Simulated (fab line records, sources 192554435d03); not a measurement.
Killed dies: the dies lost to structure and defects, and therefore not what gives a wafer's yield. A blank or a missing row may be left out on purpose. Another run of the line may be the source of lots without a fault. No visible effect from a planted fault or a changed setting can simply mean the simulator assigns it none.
fab line records | flow n5-finfet
record lots=7 wafers=19 last-day=18
route steps=1938 shown HKMG_FIN@426 BEOL_M4@1111
lots that met no fault: from a run of the same line without faults
start-h: hours from the record's opening day to when the first of the lot's shown wafers began | wait-h: time in hours since the lot's previous step | " unchanged from the row above | L1.1+2: one row covering several wafers at once | - no value, or no start given | * or withheld: withheld | < > ~ a bound
route shown NAME@n: names a module that has steps shown in the file, with the first one's number in the route | usual: mean and standard deviation over wafers with no fault | same: alike in all rows | chamber/n: place in a boat | sites: each site's reading | _std_site: standard deviation of those values | _edge_site: mean of outer sites minus mean of inner sites | radius-mm: for every site, how far away it sits from the centre of the wafer | mask NAME#n: copy n | behind: the tool/chamber that last shaped the wafer | hold: why the lot was held/for how many hours/how that ended | device: transistor that didn't switch, given as n, p or np | end of line: tests run on the same wafers once the route is complete | a step with no rows: only its recipe | killed: dies that structure and defects cost at the first sort, which is not the same as the wafer's yield | map: a wafer's dies, x killed, . not, _ none there
set.NAME: the setting the step ran with; set.NAME@STEP: the setting that earlier step ran with | model.NAME: the simulator's own value behind a step, which no gauge read
lots at some steps of the route; a table a step, a row a wafer
services: the hour from which a tool's chamber was out of use, counted from the record's first day as start-h (under 0 if before that day), plus the number of hours and why
## steps
# step N5_HKMG_FIN_SOFTBAKE_07
# recipe temp-c=110 time-s=60 resist=CAR-ArF
# step N5_HKMG_FIN_EXPOSE_09
# recipe mask-id=NWFM na=1.35 source-shape=conventional sigma-outer=0.8 polarization=unpolarized dose-mj=39.25
# step N5_HKMG_FIN_PEB_10
# recipe peb-temp-c=withheld peb-time-s=60 resist=CAR-ArF
# step N5_HKMG_FIN_DEVELOP_11
# recipe develop-time-s=30 developer=TMAH resist=CAR-ArF dev-temp-c=23 rinse-liquid=diw dry=air-spin
# step N5_HKMG_FIN_CD_MEAS_12
# recipe target-cd-nm=92.8 landing-energy-ev=500 detector=se-inlens
# usual cd-nm=92.3/0.83
# columns lot.wafer tool chamber start-h wait-h cd-nm
L997.1 cd-sem-03 0 76.85 - 93.1
L997.2 " 0 " " 90.8
L997.4 " 0 " " 93.1
L107.1 cd-sem-02 0 134.57 - 91.4
L107.5 " 0 " " 93.1
L107.6 " 0 " " 92.1
L113.1 cd-sem-02 0 172.62 - 91.6
L113.5 " 0 " " 91.4
L115.2 cd-sem-02 0 184.59 - 92.2
L115.5 " 0 " " 92.3
L115.6 " 0 " " 93.4
L117.1 cd-sem-02 0 198.32 - 93.2
L117.3 " 0 " " 91.3
L119.2 cd-sem-02 0 209.60 - 91.5
L119.3 " 0 " " 92.7
L119.6 " 0 " " 91.1
L120.2 cd-sem-01 0 217.55 - 91.9
L120.3 " 0 " " 92.7
L120.4 " 0 " " 91.6
# step N5_HKMG_FIN_OVL_MEAS_13
# recipe points-per-wafer=44
# usual NWFM_OVL=-0.4/0.84
# columns lot.wafer tool chamber start-h wait-h NWFM_OVL[nm]
L997.1 overlay-02 0 76.88 0.0 0.2
L997.2 " 0 " " 0.1
L997.4 " 0 " " -0.4
L107.1 overlay-01 0 134.60 0.0 -0.8
L107.5 " 0 " " 0.0
L107.6 " 0 " " -0.3
L113.1 overlay-02 0 172.65 0.0 -0.4
L113.5 " 0 " " -0.7
L115.2 overlay-02 0 184.62 0.0 -1.0
L115.5 " 0 " " 0.1
L115.6 " 0 " " -0.5
L117.1 overlay-01 0 198.35 0.0 -0.4
L117.3 " 0 " " -0.4
L119.2 overlay-01 0 209.63 0.0 -0.3
L119.3 " 0 " " 0.0
L119.6 " 0 " " 1.2
L120.2 overlay-02 0 217.58 0.0 -0.4
L120.3 " 0 " " 0.9
L120.4 " 0 " " -0.4
# step N5_HKMG_FIN_INSPECT_14
# recipe mode=adi inspect-instrument=macro
# usual raw-defect-count=1.9/1.4
# columns lot.wafer tool chamber start-h wait-h raw-defect-count
L997.1 defect-inspect-02 - 76.90 0.0 6
L997.2 " - " " 1
L997.4 " - " " 1
L107.1 defect-inspect-01 - 134.63 0.0 1
L107.5 " - " " 0
L107.6 " - " " 3
L113.1 defect-inspect-02 - 172.67 0.0 0
L113.5 " - " " 0
L115.2 defect-inspect-01 - 184.64 0.0 3
L115.5 " - " " 3
L115.6 " - " " 1
L117.1 defect-inspect-01 - 198.37 0.0 0
L117.3 " - " " 0
L119.2 defect-inspect-01 - 209.65 0.0 2
L119.3 " - " " 2
L119.6 " - " " 1
L120.2 defect-inspect-01 - 217.60 0.0 2
L120.3 " - " " 4
L120.4 " - " " 3
# step N5_HKMG_FIN_DESCUM_17
# recipe chemistry=O2 time-s=7.9 source-power-w=50 bias-power-w=20 pressure-mtorr=20 rf-frequency-hz=2.712e+07 temp-c=40 resist=CAR-ArF o2-flow-sccm=225
# usual drypump-motor-current-A=5.8/0.46 oes-product-au=0.75/0.083 rf-vpp-V=242.6/1.3 showerhead-plenum-p-Torr=2.05/0.061 throttle-valve-pct=20.4/0.32
# same time-s=7.9
# columns lot.wafer tool chamber start-h wait-h drypump-motor-current-A oes-product-au rf-hours-counter-h rf-vpp-V showerhead-plenum-p-Torr throttle-valve-pct
L997.1 rie-diel-06 2 76.94 0.0 5.4 0.72 159 242.4 1.99 20.4
L997.2 " 0 " " 6.7 0.70 217 242.9 2.07 20.7
L997.4 " 1 " " 6.0 0.72 198 243.6 2.09 20.8
L107.1 rie-diel-06 1 134.66 0.0 6.0 0.71 219 243.3 2.08 20.9
L107.5 " 1 " " 6.0 0.71 - 242.2 2.08 20.9
L107.6 " 3 " " 6.4 0.89 - 243.4 2.02 20.1
L113.1 rie-diel-06 2 172.71 0.0 5.4 0.70 194 242.3 1.98 20.4
L113.5 " 0 " " 6.6 0.69 - 241.1 2.06 20.7
L115.2 rie-diel-06 2 184.73 0.1 5.4 0.69 199 241.0 1.98 20.4
L115.5 " 1 " " 6.0 0.69 - 243.2 2.08 20.9
L115.6 " 0 " " 6.6 0.69 - 242.3 2.06 20.7
L117.1 rie-diel-06 2 198.41 0.0 5.5 0.69 204 241.5 1.98 20.4
L117.3 " 1 " " 6.0 0.69 244 242.4 2.08 20.9
L119.2 rie-diel-04 2 210.12 0.5 5.8 0.71 190 244.0 2.18 20.7
L119.3 " 3 " " 5.3 0.86 - 241.5 2.04 19.9
L119.6 " 3 " " 5.3 0.87 - 245.2 2.04 19.9
L120.2 rie-diel-04 3 217.86 0.3 5.3 0.84 51 242.1 2.03 19.9
L120.3 " 1 " " 5.3 0.69 203 242.1 2.00 20.1
L120.4 " 3 " " 5.3 0.85 - 242.4 2.03 19.9
# step N5_HKMG_FIN_ETCH_31
# recipe chemistry=CF4 target=SiARC target-depth-a=455 mask-material=CAR-ArF time-s=75.8 ion-energy-ev=80 pressure-mtorr=40 source-w=545 bias-w=36 Ar_flow_sccm=100 cf4-flow-sccm=100 ends=cleared
# usual bias-w=35.98/0.11 drypump-motor-current-A=5.8/0.46 etch-rf-on-time-s=75.0/2.6 oes-product-au=0.65/0.077 rf-vpp-V=183.4/1.1 showerhead-plenum-p-Torr=2.09/0.06 throttle-valve-pct=15.61/0.29
# columns lot.wafer tool chamber start-h wait-h bias-w drypump-motor-current-A etch-rf-on-time-s oes-product-au rf-hours-counter-h rf-vpp-V showerhead-plenum-p-Torr throttle-valve-pct
L997.1 rie-diel-06 2 76.97 0.0 35.89 5.4 76.1 0.63 159 181.2 2.04 15.63
L997.2 " 0 " " 36.05 6.6 76.7 0.61 217 182.4 2.14 15.99
L997.4 " 1 " " 35.86 6.0 71.4 0.64 198 185.0 2.12 15.93
L107.1 rie-diel-06 1 134.70 0.0 35.98 6.0 72.0 0.62 219 183.8 2.11 15.95
L107.5 " 1 " " 36.08 6.0 71.9 0.62 - 182.9 2.11 15.95
L107.6 " 3 " " 35.98 6.5 70.7 0.78 - 182.1 2.07 15.30
L113.1 rie-diel-06 2 172.74 0.0 36.09 5.5 76.7 0.61 194 182.9 2.02 15.70
L113.5 " 0 " " 35.89 6.7 77.3 0.59 - 183.5 2.13 16.01
L115.2 rie-diel-06 2 184.77 0.0 36.00 5.5 77.4 0.60 199 182.3 2.02 15.70
L115.5 " 1 " " 35.97 6.0 72.7 0.60 - 184.2 2.10 15.99
L115.6 " 0 " " 36.04 6.7 77.1 0.59 - 183.3 2.13 16.05
L117.1 rie-diel-06 2 198.44 0.0 35.98 5.4 78.0 0.60 204 183.2 2.02 15.71
L117.3 " 1 " " 35.89 6.0 73.3 0.59 244 183.4 2.10 16.02
L119.2 rie-diel-04 2 210.17 0.0 35.90 5.8 75.5 0.62 190 183.9 2.20 15.74
L119.3 " 3 " " 36.08 5.4 74.1 0.75 - 185.5 2.09 15.18
L119.6 " 3 " " 35.99 5.4 73.6 0.75 - 183.8 2.09 15.17
L120.2 rie-diel-04 3 217.89 0.0 35.96 5.3 75.1 0.73 51 184.2 2.08 15.18
L120.3 " 1 " " 35.79 5.2 78.9 0.59 203 183.0 2.05 15.41
L120.4 " 3 " " 35.93 5.4 75.5 0.73 - 184.4 2.08 15.18
# step N5_HKMG_FIN_ETCH_32
# recipe chemistry=N2/H2 target=SOC target-depth-a=2400 temp-c=40 time-s=300 ion-energy-ev=200 mask-material=SiARC pressure-mtorr=30 source-w=840 bias-w=150 n2-flow-sccm=200 h2-flow-sccm=200
# usual bias-w=150.1/0.44 drypump-motor-current-A=5.8/0.46 oes-product-au=0.76/0.09 rf-vpp-V=522.4/2.2 run-length-s=323.0/0.44 showerhead-plenum-p-Torr=2.49/0.074 throttle-valve-pct=17.87/0.28
# same time-s=300
# columns lot.wafer tool chamber start-h wait-h bias-w drypump-motor-current-A oes-product-au rf-hours-counter-h rf-vpp-V run-length-s showerhead-plenum-p-Torr throttle-valve-pct
L997.1 rie-diel-06 2 77.03 0.0 150.0 5.5 0.74 159 520.3 323.2 2.46 18.11
L997.2 " 0 " " 150.0 6.7 0.70 217 524.1 322.9 2.49 18.00
L997.4 " 1 " " 149.6 6.0 0.74 198 523.1 323.8 2.52 18.14
L107.1 rie-diel-06 1 134.75 0.0 150.3 6.0 0.72 219 523.6 323.5 2.51 18.14
L107.5 " 1 " " 150.3 6.0 0.72 - 523.1 323.6 2.51 18.15
L107.6 " 3 " " 149.7 6.5 0.92 - 522.6 322.9 2.48 17.72
L113.1 rie-diel-06 2 172.80 0.0 150.4 5.5 0.71 194 520.2 323.6 2.44 18.16
L113.5 " 0 " " 150.3 6.6 0.68 - 523.6 322.5 2.48 18.05
L115.2 rie-diel-06 2 184.82 0.0 149.8 5.5 0.72 199 520.6 323.5 2.44 18.17
L115.5 " 1 " " 149.7 6.0 0.71 - 522.8 323.5 2.50 18.19
L115.6 " 0 " " 150.5 6.6 0.69 - 522.5 322.6 2.48 18.06
L117.1 rie-diel-06 2 198.50 0.0 150.1 5.5 0.70 204 519.1 323.5 2.44 18.20
L117.3 " 1 " " 149.9 6.0 0.70 244 522.9 324.1 2.50 18.20
L119.2 rie-diel-04 2 210.26 0.1 150.2 5.8 0.72 190 527.7 322.2 2.64 18.08
L119.3 " 3 " " 149.6 5.3 0.87 - 522.1 322.9 2.47 17.34
L119.6 " 3 " " 150.2 5.4 0.87 - 521.9 323.3 2.47 17.34
L120.2 rie-diel-04 3 217.95 0.0 149.6 5.3 0.86 51 522.3 323.4 2.47 17.35
L120.3 " 1 " " 150.3 5.2 0.69 203 522.3 323.0 2.42 17.48
L120.4 " 3 " " 149.6 5.3 0.86 - 520.0 323.0 2.47 17.37
# step N5_HKMG_FIN_STRIP_33
# recipe chemistry=N2/H2 temp-c=40 n2-flow-sccm=200 h2-flow-sccm=200 rf-frequency-hz=6e+07
# step N5_HKMG_FIN_STRIP_34
# recipe chemistry=CF4 resist=SiARC power-w=300 bias-power-w=75 pressure-mtorr=50 cf4-flow-sccm=150 rf-frequency-hz=6e+07
# usual drypump-motor-current-A=5.8/0.46 oes-product-au=0.75/0.078 rf-vpp-V=270.4/1.3 showerhead-plenum-p-Torr=1.76/0.05 throttle-valve-pct=13.6/0.32
# columns lot.wafer tool chamber start-h wait-h drypump-motor-current-A oes-product-au rf-hours-counter-h rf-vpp-V showerhead-plenum-p-Torr throttle-valve-pct
L997.1 rie-diel-06 2 77.22 0.0 5.5 0.73 159 267.6 1.71 13.7
L997.2 " 0 " " 6.6 0.72 217 270.2 1.79 14.0
L997.4 " 1 " " 6.0 0.71 198 270.3 1.79 13.9
L107.1 rie-diel-06 1 134.94 0.0 6.0 0.69 219 271.8 1.78 14.0
L107.5 " 1 " " 6.0 0.69 - 269.8 1.78 14.0
L107.6 " 3 " " 6.5 0.88 - 270.9 1.73 13.3
L113.1 rie-diel-06 2 172.99 0.0 5.5 0.71 194 269.0 1.71 13.7
L113.5 " 0 " " 6.7 0.71 - 270.7 1.79 14.0
L115.2 rie-diel-06 2 185.01 0.0 5.4 0.70 199 269.5 1.70 13.8
L115.5 " 1 " " 6.0 0.68 - 269.9 1.77 14.1
L115.6 " 0 " " 6.6 0.70 - 270.3 1.79 14.0
L117.1 rie-diel-06 2 198.69 0.0 5.4 0.70 204 269.3 1.70 13.8
L117.3 " 1 " " 6.0 0.68 244 270.8 1.77 14.1
L119.2 rie-diel-04 2 210.54 0.0 5.8 0.72 191 272.4 1.84 13.7
L119.3 " 3 " " 5.4 0.85 - 270.6 1.73 13.1
L119.6 " 3 " " 5.3 0.85 - 270.0 1.73 13.1
L120.2 rie-diel-04 3 218.14 0.0 5.4 0.84 51 271.0 1.73 13.1
L120.3 " 1 " " 5.2 0.71 203 269.8 1.73 13.5
L120.4 " 3 " " 5.4 0.85 - 270.0 1.73 13.1
# step N5_HKMG_FIN_ETCH_35
# recipe chemistry=N2/H2 target=SOC target-depth-a=2158 ion-energy-ev=65 bias-w=5 source-w=3000 time-s=243.4 pressure-mtorr=30 n2-flow-sccm=200 h2-flow-sccm=200
# usual bias-w=5.000/0.015 drypump-motor-current-A=5.8/0.46 oes-product-au=0.76/0.091 rf-vpp-V=141.3/0.98 run-length-s=266.5/0.45 showerhead-plenum-p-Torr=2.49/0.074 throttle-valve-pct=17.87/0.28
# columns lot.wafer tool chamber start-h wait-h bias-w drypump-motor-current-A oes-product-au rf-hours-counter-h rf-vpp-V run-length-s showerhead-plenum-p-Torr throttle-valve-pct model.etch.depth-nm model.SOC_of_HKMG_FIN_COAT_29.thk-nm model.HKMG_FIN.feature-depth-nm
L997.1 rie-diel-06 2 77.24 0.0 5.005 5.4 0.74 159 141.0 266.6 2.46 18.12 216.8 81.6 216.8
L997.2 " 0 " " 5.021 6.6 0.72 217 142.6 266.1 2.49 18.01 213.2 85.6 213.2
L997.4 " 1 " " 4.987 6.0 0.75 198 142.5 267.3 2.52 18.12 228.6 70.2 228.6
L107.1 rie-diel-06 1 134.96 0.0 5.007 6.0 0.72 220 141.6 267.2 2.51 18.15 226.6 73.6 226.6
L107.5 " 1 " " 4.982 6.0 0.72 - 141.1 267.4 2.51 18.16 228.2 72 228.2
L107.6 " 3 " " 5.024 6.5 0.92 - 140.5 266.2 2.48 17.74 229.8 70.6 229.8
L113.1 rie-diel-06 2 173.01 0.0 4.997 5.5 0.71 194 140.6 329.2 2.44 18.19 266.5 33.6 266.4
L113.5 " 0 " " 5.025 6.7 0.69 - 141.2 265.9 2.48 18.05 209.9 89.6 210
L115.2 rie-diel-06 2 185.03 0.0 5.005 5.5 0.69 199 140.9 266.5 2.44 18.18 208 92.8 208
L115.5 " 1 " " 4.993 6.0 0.70 - 143.2 266.8 2.50 18.18 222 78 222
L115.6 " 0 " " 5.001 6.6 0.68 - 141.2 328.5 2.48 18.05 261.1 40 261
L117.1 rie-diel-06 2 198.71 0.0 5.022 5.4 0.71 204 140.4 329.1 2.44 18.18 264.8 34.8 264.8
L117.3 " 1 " " 4.984 6.0 0.70 244 140.6 267.1 2.50 18.19 221.6 78 221.6
L119.2 rie-diel-04 2 210.57 0.0 4.998 5.8 0.71 191 141.3 265.9 2.64 18.10 210.8 88.4 210.8
L119.3 " 3 " " 5.004 5.3 0.88 - 141.0 266.8 2.47 17.35 222.5 77.2 222.4
L119.6 " 3 " " 4.986 5.4 0.88 - 141.7 266.3 2.47 17.36 221.4 79.2 221.4
L120.2 rie-diel-04 3 218.16 0.0 4.980 5.4 0.86 51 142.3 266.3 2.47 17.36 219.5 81.6 219.6
L120.3 " 1 " " 4.999 5.2 0.70 203 140.8 266.6 2.42 17.49 207.1 93.4 207
L120.4 " 3 " " 5.003 5.3 0.86 - 141.3 266.7 2.47 17.35 217.9 82.2 218
# step N5_HKMG_FIN_STRIP_92
# recipe chemistry=N2/H2 material=SOC time-s=20 power-w=500 temp-c=40 pressure-mtorr=50 rf-frequency-hz=6e+07 bias-power-w=8 h2-frac=0.5 n2-flow-sccm=300 h2-flow-sccm=300
# usual drypump-motor-current-A=5.8/0.46 oes-product-au=0.76/0.094 rf-vpp-V=54.0/0.85 showerhead-plenum-p-Torr=3.29/0.094 throttle-valve-pct=19.1/0.43
# same time-s=20
# columns lot.wafer tool chamber start-h wait-h drypump-motor-current-A oes-product-au rf-hours-counter-h rf-vpp-V showerhead-plenum-p-Torr throttle-valve-pct model.SOC_of_HKMG_FIN_COAT_29.thk-nm
L997.1 rie-diel-06 2 77.39 0.1 5.5 0.74 160 54.1 3.25 19.7 71.6
L997.2 " 0 " " 6.6 0.71 217 53.3 3.29 19.1 75.6
L997.4 " 1 " " 6.0 0.73 198 52.9 3.33 19.2 59.4
L107.1 rie-diel-06 1 135.11 0.1 6.0 0.72 220 53.6 3.32 19.3 63
L107.5 " 1 " " 6.0 0.72 - 53.7 3.32 19.2 61.2
L107.6 " 3 " " 6.5 0.94 - 53.2 3.29 19.0 59.4
L113.1 rie-diel-06 2 173.16 0.1 5.5 0.70 194 55.3 3.23 19.7 23.8
L113.5 " 0 " " 6.6 0.69 - 53.0 3.28 19.2 79.6
L115.2 rie-diel-06 2 185.18 0.1 5.5 0.69 199 53.1 3.23 19.7 83.2
L115.5 " 1 " " 6.0 0.70 - 53.2 3.31 19.3 67.6
L115.6 " 0 " " 6.6 0.69 - 55.7 3.28 19.2 29.8
L117.1 rie-diel-06 2 198.86 0.1 5.5 0.69 204 54.1 3.22 19.7 25
L117.3 " 1 " " 6.0 0.70 244 54.1 3.30 19.3 67.6
L119.2 rie-diel-04 2 210.80 0.1 5.8 0.72 191 55.8 3.49 19.3 78.2
L119.3 " 3 " " 5.4 0.87 - 53.0 3.27 18.4 66.8
L119.6 " 3 " " 5.4 0.87 - 54.3 3.27 18.4 68.6
L120.2 rie-diel-04 3 218.31 0.1 5.4 0.86 51 53.6 3.27 18.4 71
L120.3 " 1 " " 5.3 0.70 203 54.7 3.21 18.5 83.6
L120.4 " 3 " " 5.4 0.86 - 55.0 3.27 18.4 71.8
# step N5_HKMG_FIN_WET_ETCH_18
# recipe chemistry=SC1 target=TiN mix=1:1:5 temp-c=* time-s=55 target-depth-nm=5.2 dry=ipa-marangoni rinse-time-s=30 rinse-temp-c=23
# step N5_BEOL_M4_RC_MEAS_101
# usual DIBL_N=36.0/2.5 DIBL_P=36.7/3 IOFF_N=0.16/0.043 IOFF_P=0.21/0.049 ION_N=673/15 ION_P=461/9.8 SS_N=71.5/0.83 SS_P=73.4/0.83 VT_N=250/4 VT_P=-251/4
# columns lot.wafer tool chamber start-h wait-h DIBL_N[mV/V] DIBL_P[mV/V] IOFF_N[nA/um] IOFF_P[nA/um] ION_N[uA/um] ION_P[uA/um] SS_N[mV/dec] SS_P[mV/dec] VT_N[mV] VT_P[mV]
L997.1 prober-01 0 161.06 0.0 33.5 35.1 0.15 0.20 670 457 71.6 72.9 249 -252
L997.2 " 0 " " 30.2 30.2 0.10 0.14 653 455 70.8 71.9 257 -255
L997.4 " 0 " " 37.3 40.7 0.24 0.30 703 473 72.1 75.0 245 -243
L107.1 prober-02 0 219.89 0.0 39.1 39.8 0.19 0.24 691 469 72.4 74.3 248 -252
L107.5 " 0 " " 38.5 39.3 0.18 0.24 677 461 72.4 74.1 252 -250
L107.6 " 0 " " 39.4 38.7 0.22 0.23 677 456 73.0 74.3 248 -251
L113.1 prober-01 0 269.88 0.0 35.1 36.4 0.14 0.18 666 458 71.5 73.6 252 -252
L113.5 " 0 " " 38.4 38.7 0.19 0.22 679 461 72.4 74.0 246 -251
L117.1 prober-01 0 295.98 0.0 36.8 37.8 0.19 0.24 669 461 71.8 73.0 247 -247
L117.3 " 0 " " 37.7 39.8 0.22 0.29 701 474 72.4 74.1 242 -244
L115.2 prober-02 0 296.29 0.2 33.6 34.7 0.13 0.16 654 443 71.1 72.4 255 -254
L115.5 " 0 " " 34.3 36.4 0.14 0.18 678 463 70.8 72.9 253 -253
L115.6 " 0 " " 31.0 31.9 0.10 0.12 648 441 69.8 72.7 257 -259
L119.2 prober-01 0 320.03 0.2 37.2 38.7 0.19 0.22 670 452 71.5 73.9 247 -249
L119.3 " 0 " " 37.1 39.0 0.17 0.23 663 457 71.8 73.9 249 -250
L119.6 " 0 " " 36.9 38.0 0.17 0.22 688 467 71.7 73.6 249 -250
L120.2 prober-01 0 325.48 0.2 35.5 36.3 0.13 0.16 666 456 71.7 72.6 255 -257
L120.3 " 0 " " 36.5 37.3 0.14 0.17 651 443 71.4 73.3 255 -254
L120.4 " 0 " " 30.5 30.2 0.08 0.10 635 435 69.7 71.2 258 -264
## services
# columns tool chamber start-h hours kind
rie-diel-04 3 53.98 - clean
rie-diel-04 3 53.98 - consumable-replace:focus-ring
rie-diel-04 3 53.98 30.0 scheduled-down
rie-diel-04 3 53.98 30.0 vent-cycle
rie-diel-06 - 59.51 0.8 repair
rie-diel-06 0 107.86 29.5 repair
rie-diel-04 2 130.36 10.1 repair
rie-diel-06 0 194.55 - clean
rie-diel-06 0 194.55 - consumable-replace:focus-ring
rie-diel-06 0 194.55 34.3 scheduled-down
rie-diel-06 0 194.55 34.3 vent-cycle
rie-diel-04 0 205.22 - clean
rie-diel-04 0 205.22 - consumable-replace:focus-ring
rie-diel-04 0 205.22 - consumable-replace:showerhead
rie-diel-04 0 205.22 14.1 scheduled-down
rie-diel-04 0 205.22 14.1 vent-cycle
## key
first-sign step=N5_HKMG_FIN_ETCH_35 reading=run-length-s direction=up sigmas=99+ usual=* struck=*
effect none on later readings
model-effect step=N5_HKMG_FIN_ETCH_35 value=etch.depth-nm without=210.1 struck=264.1
model-effect step=N5_HKMG_FIN_STRIP_92 value=SOC_of_HKMG_FIN_COAT_29.thk-nm without=80.2 struck=26.2
met-at N5_HKMG_FIN_ETCH_35
struck-wafers L113.1,L115.6,L117.1
onset-between 134.96 173.01
fault kind=process-parameter-drift tool=rie-diel-06 chamber=- onset-h=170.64 steps=N5_HKMG_FIN_ETCH_35 channel=time-s offset=* shape=step end-h=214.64 scope=struck-wafers-only acts-in=* stated=*
